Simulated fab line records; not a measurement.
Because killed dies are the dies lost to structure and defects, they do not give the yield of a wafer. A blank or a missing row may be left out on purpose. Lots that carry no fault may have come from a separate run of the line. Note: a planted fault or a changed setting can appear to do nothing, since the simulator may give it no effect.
Chamber matching -- flow n5-finfet -- rie-diel-04 running N5_BEOL_M12_ETCH_59: 4 sister chambers
The step etches BARC in N2/H2, target depth 89 nm, overetch 26.7 nm, time 67.9 s. 14 wafers are shown with their chamber, then 7 later ones without.

## EACH WAFER AND ITS CHAMBER
wafer,chamber,drypump-motor-current-A (A),throttle-valve-pct (%),showerhead-plenum-p-Torr (Torr)
L075.3,1,5.9,18.03,2.47
L075.4,2,6.0,17.52,2.58
L075.6,1,5.9,18.04,2.47
L077.4,1,5.9,18.04,2.47
L077.5,1,5.8,18.04,2.47
L077.6,2,6.0,17.52,2.58
L074.1,0,5.0,18.01,2.41
L074.4,3,5.0,17.90,2.57
L074.5,3,5.0,17.90,2.57
L081.1,3,5.0,17.92,2.57
L081.3,0,5.1,18.02,2.40
L081.6,2,6.0,17.54,2.58
L086.1,3,5.0,17.94,2.56
L086.3,0,5.1,17.61,2.72

SIGNATURES, as means of the wafers listed above
reading,chamber 0,chamber 1,chamber 2,chamber 3,scatter within a chamber
drypump-motor-current-A,5.067,5.875,6.000,5.000,0.0376
throttle-valve-pct,17.8800,18.0375,17.5267,17.9150,0.105
showerhead-plenum-p-Torr,2.5100,2.4700,2.5800,2.5675,0.0814
Rule: distance of a wafer from a chamber = root of the sum over the readings of ((wafer's reading minus chamber's mean) / reading's scatter) squared. If the next closest chamber is less than 2 further off than the closest, the wafer can't be placed; otherwise it belongs to the closest. The scatter: take each reading less its chamber's mean, square it, sum over the shown wafers, divide by the number of wafers less the number of chambers, and take the root.

## WAFERS MISSING THEIR CHAMBER
wafer,drypump-motor-current-A (A),throttle-valve-pct (%),showerhead-plenum-p-Torr (Torr)
L086.5,6.0,17.57,2.57
L090.3,5.8,18.08,2.46
L090.4,5.0,17.63,2.72
L090.5,5.9,18.09,2.46
L092.2,5.8,18.11,2.46
L092.4,5.0,17.98,2.56
L092.5,5.0,17.62,2.72

## THE CHAMBER EACH PASSED THROUGH
wafer,from the rows above,in truth
L086.5,2,2
L090.3,1,1
L090.4,can't be placed: 3 or 0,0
L090.5,1,1
L092.2,1,1
L092.4,can't be placed: 3 or 0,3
L092.5,can't be placed: 3 or 0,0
4 of 7 placed correctly. Cannot be placed on the basis of these rows: 3; the candidates contain the true chamber in 3. 0 placed wrongly.
